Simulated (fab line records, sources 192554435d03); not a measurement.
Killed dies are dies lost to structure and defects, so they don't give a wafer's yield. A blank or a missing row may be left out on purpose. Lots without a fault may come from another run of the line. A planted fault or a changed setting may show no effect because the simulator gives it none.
fab line records | flow n5_finfet
record lots=7 wafers=21
route steps=1938 shown BEOL_M2@879 BEOL_M3@958 BEOL_M4@1037 BEOL_M5@1154 BEOL_M6@1219
start_h: hours from the record's first day to the start of the lot's first wafer shown | wait_h: hours since the lot's step before | " the same as in the row above | L1.1+2: a row that stands for several wafers | - no value, or no start given | * or withheld: withheld | < > ~ a bound
route shown NAME@n: a module of which the file shows steps, and the number in the route of the first | usual: mean/standard deviation of fault-free wafers | same: alike in all rows | chamber/n: place in a boat | sites: the reading at each site | _std_site: their standard deviation | _edge_site: outer sites' mean less inner sites' | radius_mm: how far each site lies from the wafer's centre | mask NAME#n: copy n | behind: the tool/chamber that last shaped the wafer | hold: why the lot was held/for how many hours/how that ended | device: the transistor (n, p or np) that didn't switch | end of line: the same wafers' tests at the end of the route | a step without rows: its recipe alone | killed: dies lost to structure and defects at the first sort, not the wafer's yield | map: a wafer's dies, x killed, . not, _ none there
set.NAME: the setting as run; set.NAME@STEP: as run at that earlier step | model.NAME: the simulator's own value behind a step, which no gauge read
lots whose settings were changed on purpose; a table a step, a row a wafer
## steps
# step N5_BEOL_M2_DESCUM_33
# recipe chemistry=O2 time_s=7 source_power_w=50 bias_power_w=20 pressure_mtorr=20 rf_frequency_hz=2.712e+07 temp_c=40 resist=CAR-EUV o2_flow_sccm=225
# columns lot.wafer tool chamber start_h wait_h set.time_s
L074.1+4+6 rie_diel-01 2,3,2 137.89 0.0 7
L078.1 rie_diel-01 2 170.81 0.0 7.542
L078.2+5 " 1,2 " " 7
L081.1 rie_diel-05 0 180.60 0.0 6.45
L081.4+6 " 3 " " 7
L083.1+2+4 rie_diel-05 0,2,3 184.03 0.0 7
L084.2+3+6 rie_diel-05 2,3,2 206.83 0.2 7
L093.3+6 rie_diel-02 0 246.11 0.0 6.205
L093.4 " 1 " " 7
L094.1+5+6 rie_diel-02 2,3,2 267.81 0.0 7
# step N5_BEOL_M2_ETCH_77
# recipe chemistry=N2/H2 target=underlayer target_depth_a=65 mask_material=CAR-EUV time_s=5.2 ion_energy_ev=200 pressure_mtorr=30 source_w=840 bias_w=150 n2_flow_sccm=200 h2_flow_sccm=200 ends=cleared
# step N5_BEOL_M2_ETCH_69
# recipe chemistry=CF4 target=SiARC target_depth_a=156 mask_material=CAR-EUV time_s=26 ion_energy_ev=80 pressure_mtorr=40 source_w=545 bias_w=36 Ar_flow_sccm=100 cf4_flow_sccm=100 ends=cleared
# columns lot.wafer tool chamber start_h wait_h set.time_s@BEOL_M2_DESCUM_33 model.CAR-EUV_of_BEOL_M2_COAT_22.thk_nm
L074.1+4+6 rie_diel-01 2,3,2 137.94 0.0 7 11.2
L078.1 rie_diel-01 2 170.86 0.0 7.542 10.8
L078.2+5 " 1,2 " " 7 11.2
L081.1 rie_diel-05 0 180.65 0.0 6.45 11.4
L081.4+6 " 3 " " 7 11
L083.1 rie_diel-05 0 184.08 0.0 7 11.4
L083.2+4 " 2,3 " " 7 11.2
L084.2 rie_diel-05 2 206.88 0.0 7 11.2
L084.3+6 " 3,2 " " 7 11
L093.3+6 rie_diel-02 0 246.16 0.0 6.205 11.6
L093.4 " 1 " " 7 11.2
L094.1+5+6 rie_diel-02 2,3,2 267.86 0.0 7 11.2
# step N5_BEOL_M3_COAT_68
# recipe resist=SiARC temp_c=220 time_s=60 spin_rpm=1500 resist_thk_nm=12
# columns lot.wafer tool chamber start_h wait_h set.spin_rpm model.SiARC_of_BEOL_M3_COAT_68.thk_nm
L074.1+4 litho_track-02 0 - - 1500 12
L074.6 " 0 " " 1654 11.4
L078.1+2+5 litho_track-03 0 - - 1500 12
L081.1+4+6 litho_track-02 0 - - 1500 12
L083.1+2 litho_track-01 0 - - 1596 11.6
L083.4 " 0 " " 1500 12
L084.2+3+6 litho_track-03 0 - - 1500 12
L093.3 litho_track-02 0 - - 1500 12
L093.4+6 " 0 " " 1403 12.4
L094.1+6 litho_track-02 0 - - 1500 12
L094.5 " 0 " " 1554 11.8
# step N5_BEOL_M3_COAT_22
# recipe resist=CAR-EUV spin_rpm=1500 resist_thk_nm=30
# columns lot.wafer tool chamber start_h wait_h set.spin_rpm model.CAR-EUV_of_BEOL_M3_COAT_22.thk_nm
L074.1+6 litho_track-02 0 - - 1500 30
L074.4 " 0 " " 1500 29.8
L078.1 litho_track-03 0 - - 1425 30.8
L078.2 " 0 " " 1425 30.6
L078.5 " 0 " " 1500 30
L081.1+6 litho_track-02 0 - - 1500 30
L081.4 " 0 " " 1500 29.8
L083.1+2 litho_track-01 0 - - 1393 31.2
L083.4 " 0 " " 1393 31
L084.2+3+6 litho_track-03 0 - - 1500 30
L093.3+6 litho_track-02 0 - - 1500 29.8
L093.4 " 0 " " 1500 30
L094.1 litho_track-02 0 - - 1651 28.6
L094.5+6 " 0 " " 1500 30
# step N5_BEOL_M3_EBR_24
# recipe solvent=PGMEA ebr_width_mm=1.5
# step N5_BEOL_M3_SOFTBAKE_23
# recipe temp_c=110 time_s=60 resist=CAR-EUV
# step N5_BEOL_M3_DESCUM_33
# recipe chemistry=O2 time_s=7 source_power_w=50 bias_power_w=20 pressure_mtorr=20 rf_frequency_hz=2.712e+07 temp_c=40 resist=CAR-EUV o2_flow_sccm=225
# step N5_BEOL_M3_ETCH_77
# recipe chemistry=N2/H2 target=underlayer target_depth_a=65 mask_material=CAR-EUV time_s=5.2 ion_energy_ev=200 pressure_mtorr=30 source_w=840 bias_w=150 n2_flow_sccm=200 h2_flow_sccm=200 ends=cleared
# step N5_BEOL_M3_ETCH_69
# recipe chemistry=CF4 target=SiARC target_depth_a=156 mask_material=CAR-EUV time_s=26 ion_energy_ev=80 pressure_mtorr=40 source_w=545 bias_w=36 Ar_flow_sccm=100 cf4_flow_sccm=100 ends=cleared
# columns lot.wafer tool chamber start_h wait_h set.spin_rpm@BEOL_M3_COAT_68 model.etch.depth_nm
L074.1 rie_diel-06 1 163.88 0.0 1500 12.03
L074.4 " 3 " " 1500 12.02
L074.6 " 3 " " 1654 11.41
L078.1 rie_diel-06 0 180.13 0.0 1500 12.03
L078.2+5 " 3 " " 1500 12.02
L081.1+4 rie_diel-04 0,3 191.95 0.0 1500 11.97
L081.6 " 1 " " 1500 11.99
L083.1+2 rie_diel-04 2,1 198.55 0.0 1596 11.63
L083.4 " 3 " " 1500 12.02
L084.2 rie_diel-03 3 215.44 0.0 1500 11.99
L084.3 " 2 " " 1500 12.02
L084.6 " 1 " " 1500 12.04
L093.3 rie_diel-04 1 259.02 0.0 1500 12.02
L093.4+6 " 0,2 " " 1403 12.4
L094.1 rie_diel-03 2 276.21 0.0 1500 12.06
L094.5 " 1 " " 1554 11.8
L094.6 " 2 " " 1500 11.99
# step N5_BEOL_M4_DESCUM_16
# recipe chemistry=O2 time_s=7 source_power_w=50 bias_power_w=20 pressure_mtorr=20 rf_frequency_hz=2.712e+07 temp_c=40 resist=CAR-EUV o2_flow_sccm=225
# columns lot.wafer tool chamber start_h wait_h set.time_s model.CAR-EUV_of_BEOL_M4_COAT_05.thk_nm
L074.1 rie_diel-01 0 180.19 0.3 7 26.2
L074.4 " 3 " " 7.412 25.8
L074.6 " 3 " " 7.412 26
L078.1 rie_diel-05 2 190.57 0.0 7 26
L078.2 " 3 " " 8.395 25.4
L078.5 " 1 " " 7 26.2
L081.1 rie_diel-01 2 209.10 0.0 7 26.2
L081.4 " 3 " " 7 26
L081.6 " 0 " " 6.462 26.4
L083.1 rie_diel-05 2 210.58 0.1 7.873 25.6
L083.2+4 " 3,1 " " 7 26
L084.2+3 rie_diel-05 1,2 223.58 0.0 7 26.2
L084.6 " 3 " " 7 26
L093.3 rie_diel-02 1 273.51 0.3 5.65 26.6
L093.4 " 3 " " 7 26
L093.6 " 0 " " 5.65 26.8
L094.1 rie_diel-01 3 290.24 0.0 7 26.2
L094.5+6 " 2,1 " " 7 26
# step N5_BEOL_M4_ETCH_74
# recipe chemistry=N2/H2 target=underlayer target_depth_a=65 mask_material=CAR-EUV time_s=5.2 ion_energy_ev=200 pressure_mtorr=30 source_w=840 bias_w=150 n2_flow_sccm=200 h2_flow_sccm=200 ends=cleared
# columns lot.wafer tool chamber start_h wait_h set.time_s@BEOL_M4_DESCUM_16 model.CAR-EUV_of_BEOL_M4_COAT_05.thk_nm
L074.1 rie_diel-01 0 180.22 0.0 7 20.6
L074.4 " 3 " " 7.412 20
L074.6 " 3 " " 7.412 20.2
L078.1+5 rie_diel-05 2,1 190.60 0.0 7 20.4
L078.2 " 3 " " 8.395 19.6
L081.1 rie_diel-01 2 209.13 0.0 7 20.4
L081.4 " 3 " " 7 20.2
L081.6 " 0 " " 6.462 20.8
L083.1 rie_diel-05 2 210.61 0.0 7.873 19.8
L083.2+4 " 3,1 " " 7 20.2
L084.2+3+6 rie_diel-05 1,2,3 223.61 0.0 7 20.4
L093.3+6 rie_diel-02 1,0 273.55 0.0 5.65 21
L093.4 " 3 " " 7 20.2
L094.1+5+6 rie_diel-01 3,2,1 290.27 0.0 7 20.4
# step N5_BEOL_M4_COAT_67
# recipe resist=SOC temp_c=250 time_s=60 spin_rpm=1500 resist_thk_nm=60
# columns lot.wafer tool chamber start_h wait_h set.spin_rpm model.SOC_of_BEOL_M4_COAT_67.thk_nm
L074.1 litho_track-03 0 180.67 0.0 1500 60.2
L074.4+6 " 0 " " 1500 60
L078.1 litho_track-05 0 191.04 0.0 1500 59.8
L078.2+5 " 0 " " 1607 57.8
L081.1 litho_track-03 0 209.57 0.0 1500 60.2
L081.4 " 0 " " 1390 62.2
L081.6 " 0 " " 1390 62.4
L083.1+2 litho_track-04 0 211.05 0.0 1593 58.6
L083.4 " 0 " " 1500 60.2
L084.2+3 litho_track-04 0 224.09 0.0 1500 60.2
L084.6 " 0 " " 1500 60
L093.3+6 litho_track-05 0 273.98 0.0 1500 59.6
L093.4 " 0 " " 1500 59.8
L094.1+5 litho_track-05 0 290.74 0.0 1550 59
L094.6 " 0 " " 1500 59.8
# step N5_BEOL_M4_COAT_68
# recipe resist=SiARC temp_c=220 time_s=60 spin_rpm=1500 resist_thk_nm=12
# step N5_BEOL_M4_COAT_76
# recipe resist=underlayer temp_c=205 time_s=60 spin_rpm=1500 resist_thk_nm=5
# step N5_BEOL_M4_ALD_98
# recipe material=SiO2 target_thk_a=25 temp_c=100 ald_precursor_family=BDEAS ald_co_reactant=O2-plasma pulse_time_s=1 co_reactant_pulse_time_s=1 purge_time_s=2 co_reactant_purge_time_s=2 ald_cycles=17 pressure_torr=2
# step N5_BEOL_M4_ETCHBACK_99
# recipe chemistry=CHF3 target=SiO2 target_depth_a=50 time_s=10.4 source_w=215 bias_w=47 Ar_flow_sccm=200 CHF3_flow_sccm=12 ion_energy_ev=100 pressure_mtorr=30
# step N5_BEOL_M4_ETCH_70
# recipe chemistry=N2/H2 target=SOC target_depth_a=800 overetch_a=240 mask_material=SiARC temp_c=40 time_s=130 ion_energy_ev=200 pressure_mtorr=30 source_w=840 bias_w=150 n2_flow_sccm=200 h2_flow_sccm=200
# columns lot.wafer tool chamber start_h wait_h set.spin_rpm@BEOL_M4_COAT_67 model.etch.depth_nm
L074.1 rie_diel-02 1 181.76 0.0 1500 60.14
L074.4 " 0 " " 1500 60.05
L074.6 " 2 " " 1500 59.96
L078.1 rie_diel-02 1 202.08 0.0 1500 59.82
L078.2 " 3 " " 1607 57.73
L078.5 " 2 " " 1607 57.79
L081.1 rie_diel-01 3 212.13 0.0 1500 60.12
L081.4 " 2 " " 1390 62.25
L081.6 " 2 " " 1390 62.42
L083.1+2 rie_diel-02 1,2 228.99 0.0 1593 58.51
L083.4 " 0 " " 1500 60.21
L084.2 rie_diel-01 0 230.04 0.0 1500 60.3
L084.3 " 3 " " 1500 60.24
L084.6 " 1 " " 1500 60.02
L093.3 rie_diel-01 1 279.70 0.0 1500 59.7
L093.4 " 3 " " 1500 59.78
L093.6 " 1 " " 1500 59.59
L094.1 rie_diel-01 2 296.07 0.0 1550 59.01
L094.5 " 1 " " 1550 59.02
L094.6 " 2 " " 1500 59.8
# step N5_BEOL_M4_STRIP_71
# recipe chemistry=N2/H2 temp_c=40 n2_flow_sccm=200 h2_flow_sccm=200 rf_frequency_hz=6e+07
# step N5_BEOL_M4_STRIP_78
# recipe chemistry=N2/H2 temp_c=40 n2_flow_sccm=200 h2_flow_sccm=200 rf_frequency_hz=6e+07
# step N5_BEOL_M4_VIA_ETCH_34
# recipe chemistry=C4F6/O2 target_depth_a=694 mask_material=SOC pressure_mtorr=15 ion_energy_ev=250 taper_deg=4 time_s=65.9 source_w=350 bias_w=170 Ar_flow_sccm=300 C4F6_flow_sccm=10 O2_flow_sccm=10
# columns lot.wafer tool chamber start_h wait_h set.spin_rpm@BEOL_M4_COAT_67 model.SOC_of_BEOL_M4_COAT_67.thk_nm
L074.1 rie_diel-02 1 181.87 0.0 1500 52
L074.4+6 " 0,2 " " 1500 51.8
L078.1 rie_diel-02 1 202.19 0.0 1500 51.8
L078.2 " 3 " " 1607 49.2
L078.5 " 2 " " 1607 49.6
L081.1 rie_diel-01 3 212.23 0.0 1500 52
L081.4+6 " 2 " " 1390 54.4
L083.1+2 rie_diel-02 1,2 229.10 0.0 1593 50.4
L083.4 " 0 " " 1500 52
L084.2 rie_diel-01 0 230.14 0.0 1500 52.4
L084.3 " 3 " " 1500 52.2
L084.6 " 1 " " 1500 51.6
L093.3+6 rie_diel-01 1 279.80 0.0 1500 51.4
L093.4 " 3 " " 1500 51.8
L094.1 rie_diel-01 2 296.18 0.0 1550 51
L094.5 " 1 " " 1550 50.6
L094.6 " 2 " " 1500 52
# step N5_BEOL_M5_ETCH_68
# recipe chemistry=N2/H2 target=SOC target_depth_a=800 overetch_a=160 mask_material=SiARC temp_c=40 time_s=120 ion_energy_ev=200 pressure_mtorr=30 source_w=840 bias_w=150 n2_flow_sccm=200 h2_flow_sccm=200
# usual rf_vpp_V=523.7/2.4
# columns lot.wafer tool chamber start_h wait_h set.bias_w rf_vpp_V
L074.1 rie_diel-03 0 192.78 0.0 176.2 581.4
L074.4 " 1 " " 176.2 582.6
L074.6 " 2 " " 176.2 578.6
L078.1 rie_diel-06 2 211.58 0.0 163.7 551.3
L078.2 " 3 " " 163.7 549.2
L078.5 " 1 " " 150 525.3
L081.1 rie_diel-03 2 222.59 0.0 168.8 562.7
L081.4 " 1 " " 150 526.2
L081.6 " 2 " " 168.8 562.9
L084.2 rie_diel-03 2 243.19 0.0 150 520.0
L084.3 " 3 " " 150 525.1
L084.6 " 2 " " 150 521.2
L083.1 rie_diel-06 1 244.60 0.0 150 524.1
L083.2 " 2 " " 150 522.8
L083.4 " 0 " " 150 522.5
L093.3 rie_diel-04 1 289.15 0.0 150 526.6
L093.4 " 3 " " 150 524.9
L093.6 " 2 " " 150 526.2
L094.1 rie_diel-06 3 305.41 0.0 150 518.3
L094.5 " 0 " " 169.2 564.9
L094.6 " 1 " " 169.2 565.8
# step N5_BEOL_M5_TRENCH_ETCH_37
# recipe chemistry=C4F6/O2 target_depth_a=716.52 target=SiCOH_lowk time_s=24.7 ion_energy_ev=250 pressure_mtorr=30 source_w=345 bias_w=185 Ar_flow_sccm=300 C4F6_flow_sccm=10 O2_flow_sccm=10
# usual rf_vpp_V=663/9.2
# columns lot.wafer tool chamber start_h wait_h set.bias_w rf_vpp_V
L074.1 rie_diel-03 0 - - 195.9 705
L074.4 " 1 " " 185 658
L074.6 " 2 " " 195.9 695
L078.1 rie_diel-06 2 - - 202.2 707
L078.2 " 3 " " 185 651
L078.5 " 1 " " 185 650
L081.1 rie_diel-03 2 - - 185 663
L081.4 " 1 " " 185 658
L081.6 " 2 " " 168.2 615
L084.2 rie_diel-03 2 - - 185 664
L084.3 " 3 " " 185 669
L084.6 " 2 " " 185 663
L083.1 rie_diel-06 1 - - 185 651
L083.2 " 2 " " 170.1 617
L083.4 " 0 " " 185 673
L093.3 rie_diel-04 1 - - 155.1 576
L093.4 " 3 " " 185 662
L093.6 " 2 " " 155.1 582
L094.1 rie_diel-06 3 - - 185 648
L094.5 " 0 " " 185 671
L094.6 " 1 " " 185 650
# step N5_BEOL_M6_COAT_64
# recipe resist=SiARC temp_c=220 time_s=60 spin_rpm=1500 resist_thk_nm=12
# columns lot.wafer tool chamber start_h wait_h set.spin_rpm model.SiARC_of_BEOL_M6_COAT_64.thk_nm
L074.1+6 litho_track-03 0 - - 1500 12
L074.4 " 0 " " 1415 12.4
L078.1+2+5 litho_track-02 0 - - 1500 12
L081.1+4 litho_track-04 0 - - 1450 12.2
L081.6 " 0 " " 1500 12
L084.2+3+6 litho_track-03 0 - - 1500 12
L083.1+2 litho_track-02 0 - - 1404 12.4
L083.4 " 0 " " 1500 12
L093.3+4 litho_track-04 0 - - 1637 11.6
L093.6 " 0 " " 1500 12
L094.1+5 litho_track-04 0 - - 1667 11.4
L094.6 " 0 " " 1500 12
# step N5_BEOL_M6_COAT_71
# recipe resist=underlayer temp_c=205 time_s=60 spin_rpm=1500 resist_thk_nm=5
# step N5_BEOL_M6_COAT_22
# recipe resist=CAR-EUV spin_rpm=1500 resist_thk_nm=30
# step N5_BEOL_M6_DESCUM_33
# recipe chemistry=O2 time_s=7 source_power_w=50 bias_power_w=20 pressure_mtorr=20 rf_frequency_hz=2.712e+07 temp_c=40 resist=CAR-EUV o2_flow_sccm=225
# step N5_BEOL_M6_ETCH_72
# recipe chemistry=N2/H2 target=underlayer target_depth_a=65 mask_material=CAR-EUV time_s=5.2 ion_energy_ev=200 pressure_mtorr=30 source_w=840 bias_w=150 n2_flow_sccm=200 h2_flow_sccm=200 ends=cleared
# step N5_BEOL_M6_ETCH_65
# recipe chemistry=CF4 target=SiARC target_depth_a=156 mask_material=CAR-EUV time_s=26 ion_energy_ev=80 pressure_mtorr=40 source_w=545 bias_w=36 Ar_flow_sccm=100 cf4_flow_sccm=100 ends=cleared
# columns lot.wafer tool chamber start_h wait_h set.spin_rpm@BEOL_M6_COAT_64 model.etch.depth_nm
L074.1 rie_diel-02 1 204.86 0.0 1500 12.03
L074.4 " 3 " " 1415 12.37
L074.6 " 1 " " 1500 11.98
L078.1 rie_diel-02 2 223.46 0.0 1500 11.94
L078.2 " 0 " " 1500 11.97
L078.5 " 3 " " 1500 11.98
L081.1 rie_diel-05 1 233.53 0.0 1450 12.25
L081.4 " 0 " " 1450 12.26
L081.6 " 1 " " 1500 12.04
L084.2 rie_diel-02 0 255.85 0.0 1500 12.01
L084.3 " 2 " " 1500 11.94
L084.6 " 0 " " 1500 11.97
L083.1+2 rie_diel-05 0,1 259.68 0.0 1404 12.44
L083.4 " 1 " " 1500 12.01
L093.3 rie_diel-02 3 303.80 0.0 1637 11.53
L093.4 " 0 " " 1637 11.51
L093.6 " 0 " " 1500 12.03
L094.1 rie_diel-02 1 319.16 0.0 1667 11.36
L094.5 " 1 " " 1667 11.39
L094.6 " 2 " " 1500 12.01
# step N5_BEOL_M6_ETCH_66
# recipe chemistry=N2/H2 target=SOC target_depth_a=800 overetch_a=160 mask_material=SiARC temp_c=40 time_s=120 ion_energy_ev=200 pressure_mtorr=30 source_w=840 bias_w=150 n2_flow_sccm=200 h2_flow_sccm=200
# columns lot.wafer tool chamber start_h wait_h set.spin_rpm@BEOL_M6_COAT_64 model.SiARC_of_BEOL_M6_COAT_64.thk_nm
L074.1+6 rie_diel-02 1 204.89 0.0 1500 6.4
L074.4 " 3 " " 1415 6.8
L078.1+2 rie_diel-02 2,0 223.49 0.0 1500 6.2
L078.5 " 3 " " 1500 6.4
L081.1 rie_diel-05 1 233.56 0.0 1450 6.6
L081.4 " 0 " " 1450 6.4
L081.6 " 1 " " 1500 6.4
L084.2+6 rie_diel-02 0 255.88 0.0 1500 6.4
L084.3 " 2 " " 1500 6.2
L083.1 rie_diel-05 0 259.71 0.0 1404 6.6
L083.2 " 1 " " 1404 6.8
L083.4 " 1 " " 1500 6.4
L093.3 rie_diel-02 3 303.83 0.0 1637 6
L093.4 " 0 " " 1637 5.8
L093.6 " 0 " " 1500 6.4
L094.1+5 rie_diel-02 1 319.21 0.0 1667 5.8
L094.6 " 2 " " 1500 6.2
## key
split step=N5_BEOL_M2_DESCUM_33 setting=time_s stated=7 by=wafer
response step=N5_BEOL_M2_ETCH_69 reading=model.CAR-EUV_of_BEOL_M2_COAT_22.thk_nm change=-0.043 per=1% r=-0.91
split step=N5_BEOL_M3_COAT_68 setting=spin_rpm stated=1500 by=wafer
response step=N5_BEOL_M3_COAT_68 reading=model.SiARC_of_BEOL_M3_COAT_68.thk_nm change=-0.0598 per=1% r=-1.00
response step=N5_BEOL_M3_ETCH_69 reading=model.etch.depth_nm change=-0.0598 per=1% r=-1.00
split step=N5_BEOL_M3_COAT_22 setting=spin_rpm stated=1500 by=wafer
response step=N5_BEOL_M3_COAT_22 reading=model.CAR-EUV_of_BEOL_M3_COAT_22.thk_nm change=-0.139 per=1% r=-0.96
split step=N5_BEOL_M4_DESCUM_16 setting=time_s stated=7 by=wafer
response step=N5_BEOL_M4_DESCUM_16 reading=model.CAR-EUV_of_BEOL_M4_COAT_05.thk_nm change=-0.0359 per=1% r=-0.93
response step=N5_BEOL_M4_ETCH_74 reading=model.CAR-EUV_of_BEOL_M4_COAT_05.thk_nm change=-0.0424 per=1% r=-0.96
split step=N5_BEOL_M4_COAT_67 setting=spin_rpm stated=1500 by=wafer
response step=N5_BEOL_M4_COAT_67 reading=model.SOC_of_BEOL_M4_COAT_67.thk_nm change=-0.274 per=1% r=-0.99
response step=N5_BEOL_M4_ETCH_70 reading=model.etch.depth_nm change=-0.286 per=1% r=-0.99
response step=N5_BEOL_M4_VIA_ETCH_34 reading=model.SOC_of_BEOL_M4_COAT_67.thk_nm change=-0.315 per=1% r=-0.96
split step=N5_BEOL_M5_ETCH_68 setting=bias_w stated=150 by=wafer
response step=N5_BEOL_M5_ETCH_68 reading=rf_vpp_V change=+3.18 per=1% r=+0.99
split step=N5_BEOL_M5_TRENCH_ETCH_37 setting=bias_w stated=185 by=wafer
response step=N5_BEOL_M5_TRENCH_ETCH_37 reading=rf_vpp_V change=+5.47 per=1% r=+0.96
split step=N5_BEOL_M6_COAT_64 setting=spin_rpm stated=1500 by=wafer
response step=N5_BEOL_M6_COAT_64 reading=model.SiARC_of_BEOL_M6_COAT_64.thk_nm change=-0.0543 per=1% r=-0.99
response step=N5_BEOL_M6_ETCH_65 reading=model.etch.depth_nm change=-0.059 per=1% r=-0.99
response step=N5_BEOL_M6_ETCH_66 reading=model.SiARC_of_BEOL_M6_COAT_64.thk_nm change=-0.0464 per=1% r=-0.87
